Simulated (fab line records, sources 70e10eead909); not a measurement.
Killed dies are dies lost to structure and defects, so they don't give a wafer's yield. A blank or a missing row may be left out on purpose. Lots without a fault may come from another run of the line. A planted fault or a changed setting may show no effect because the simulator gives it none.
Which tool did it? | flow nand_harc | 6 lots, 18 wafers sampled, at 4 steps of a route of 1159

WHAT THE GAUGES READ, wafer by wafer
NHARC_A_SGD_CUT_THK_MEAS_22: measures by ellipsometry.
lot  | measured     | on            | thk_nm (nm)
L879 | day 14 09:01 | film_metro-02 | 151.3 149.6 148.2
L881 | day 14 18:08 | film_metro-02 | 147.4 146.2 147.8
L886 | day 16 09:02 | film_metro-01 | 146.5 145.8 146.2
L892 | day 17 08:25 | film_metro-01 | 147.0 149.3 145.4
L894 | day 18 14:35 | film_metro-01 | 146.5 150.3 149.2
L901 | day 19 07:08 | film_metro-02 | 147.0 147.7 149.2

WHICH TOOL RAN EACH LOT (tool, then ch and the chambers of the sampled wafers, then the start)
lot  | NHARC_A_STAIRCASE_CMP_472     | NHARC_A_SGD_CUT_DEP_00          | NHARC_A_SGD_CUT_ETCH_59
L879 | cmp-02 ch 1,3, day 14 01:50   | pecvd-02 ch 1,2, day 14 02:15   | rie_diel-13 ch 0,2,3, day 14 03:12
L881 | cmp-01 ch 0,3, day 14 12:07   | pecvd-04 ch 0,1,2, day 14 12:37 | rie_diel-10 ch 0,1,3, day 14 13:46
L886 | cmp-02 ch 0,1,2, day 16 01:52 | pecvd-02 ch 0,1, day 16 02:17   | rie_diel-10 ch 1,2,3, day 16 03:16
L892 | cmp-02 ch 1,2, day 17 01:23   | pecvd-02 ch 0,1,2, day 17 01:58 | rie_diel-13 ch 0,2,3, day 17 03:05
L894 | cmp-04 ch 1,2,3, day 18 06:59 | pecvd-02 ch 0,1, day 18 07:20   | rie_diel-09 ch 0,2, day 18 08:28
L901 | cmp-02 ch 1,2,3, day 18 23:44 | pecvd-03 ch 0,2, day 19 00:22   | rie_diel-13 ch 0,2, day 19 01:26
- NHARC_A_STAIRCASE_CMP_472: polishes SiO2.
- NHARC_A_SGD_CUT_DEP_00: deposits SiNx, target thk 50 nm.
- NHARC_A_SGD_CUT_ETCH_59: etches the open film in N2/H2, target depth 260 nm, time 406.25 s.

THE ANSWER, worked out from the rows above alone
Rule: what is usual is taken from the lots themselves. Put in order of their means at a reading, lots are off if they are a third of the lots or fewer, leave a main group of 4 or more, and stand apart from it by a gap of 3 or more times the standard deviation of the main group's means; of several such gaps the widest counts. A main group whose means are all the same, to the digits that the tables above print for the reading, isn't used. A lot without any number at a reading at which 4 lots or more have one is off too. The other lots that the step has rows for count as sound.
No lot is off at any reading shown: from this, nothing can be told.

WHAT THE SIMULATOR HAD PUT IN
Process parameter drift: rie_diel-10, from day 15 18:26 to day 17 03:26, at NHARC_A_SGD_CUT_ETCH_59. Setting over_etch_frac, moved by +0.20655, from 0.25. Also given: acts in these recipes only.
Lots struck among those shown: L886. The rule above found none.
